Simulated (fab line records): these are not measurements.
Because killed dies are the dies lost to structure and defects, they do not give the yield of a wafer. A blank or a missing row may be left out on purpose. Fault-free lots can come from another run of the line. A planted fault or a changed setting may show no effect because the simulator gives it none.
Chamber matching    flow nand harc    NHARC_A_CONTACT_ETCH_102 on rie diel-03 has 4 sister chambers
The step etches the open film in CF4/O2, target depth 100 nm, overetch 10 nm, time 55 s. 7 wafers are shown with their chamber, then 7 later ones without.

## WAFERS WITH THEIR CHAMBER
wafer   chamber  drypump motor current A (A)  showerhead plenum p Torr (Torr)
L076.3  2        5.6                          1.30
L080.6  3        5.5                          1.29
L090.1  1        5.3                          1.42
L090.2  3        5.5                          1.28
L090.3  2        5.5                          1.29
L090.4  0        5.0                          1.35
L090.5  0        5.0                          1.35

## WAFERS MISSING THEIR CHAMBER
wafer   drypump motor current A (A)  showerhead plenum p Torr (Torr)
L090.6  5.3                          1.42
L095.1  5.0                          1.35
L095.2  5.3                          1.42
L095.3  5.5                          1.29
L097.4  5.3                          1.42
L097.5  5.3                          1.42
L097.6  5.5                          1.29

## WHICH CHAMBER EACH WENT THROUGH
wafer   from the rows above      in truth
L090.6  1                        1
L095.1  0                        0
L095.2  1                        1
L095.3  can't be placed: 3 or 2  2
L097.4  1                        1
L097.5  1                        1
L097.6  can't be placed: 3 or 2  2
Correctly placed: 5 of 7. Not placeable from these rows: 2 (in 2, the candidates include the true chamber). Placed wrongly: 0.
How it was worked out, from the rows above alone: a wafer's distance from a chamber is the root of the sum, over the readings, of the square of ((its reading less the chamber's mean) divided by the reading's scatter). If the next closest chamber is less than 2 further off than the closest, the wafer can't be placed; otherwise it belongs to the closest. For every chamber, the mean is computed from those of its wafers that are shown. How the scatter is found: for the shown wafers, subtract from each reading the mean of its chamber, square and add these, divide the total by (wafers less chambers), then take the root.
